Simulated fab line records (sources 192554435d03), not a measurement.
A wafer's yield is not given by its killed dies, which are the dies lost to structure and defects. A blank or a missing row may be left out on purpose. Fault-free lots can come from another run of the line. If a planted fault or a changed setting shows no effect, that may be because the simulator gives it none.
Matching of chambers	flow n5 finfet	N5_HKMG_FIN_HK_ALD_01 on ald hk-02: 4 sister chambers
The step deposits HfO2, target thk 1.6 nm, pulse time 3 s, purge time 3 s. 7 wafers are shown with their chamber, then 8 later ones without.

WAFERS WITH THEIR CHAMBER
wafer	chamber	precursor pulse height rel
L076.2	2	0.994
L079.4	2	0.992
L082.1	3	0.988
L083.4	0	0.976
L083.5	1	0.989
L083.6	0	0.983
L086.1	1	0.975

WAFERS MISSING THEIR CHAMBER
wafer	precursor pulse height rel
L086.4	1.032
L086.6	0.968
L091.1	0.972
L091.3	1.021
L091.6	1.006
L092.1	0.991
L092.4	1.014
L092.5	1.014

WHICH CHAMBER EACH WENT THROUGH
wafer	from the rows above	in truth
L086.4	can't be placed: 2 or 3 or 1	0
L086.6	can't be placed: 0 or 1 or 3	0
L091.1	can't be placed: 0 or 1 or 3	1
L091.3	can't be placed: 2 or 3 or 1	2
L091.6	can't be placed: 2 or 3 or 1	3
L092.1	can't be placed: 2 or 3 or 1 or 0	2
L092.4	can't be placed: 2 or 3 or 1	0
L092.5	can't be placed: 2 or 3 or 1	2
0 of 8 placed correctly. Not placeable from these rows: 8 (in 6, the candidates include the true chamber). Number placed wrongly: 0.
How it was worked out, from the rows above alone: a wafer's distance from a chamber is the root of the sum, over the readings, of the square of ((its reading less the chamber's mean) divided by the reading's scatter). The wafer belongs to the nearest chamber; if the next one is less than 2 further off, it can't be placed. The mean given for a chamber averages the wafers shown for that chamber. The scatter: take each reading less its chamber's mean, square it, sum over the shown wafers, divide by the number of wafers less the number of chambers, and take the root.
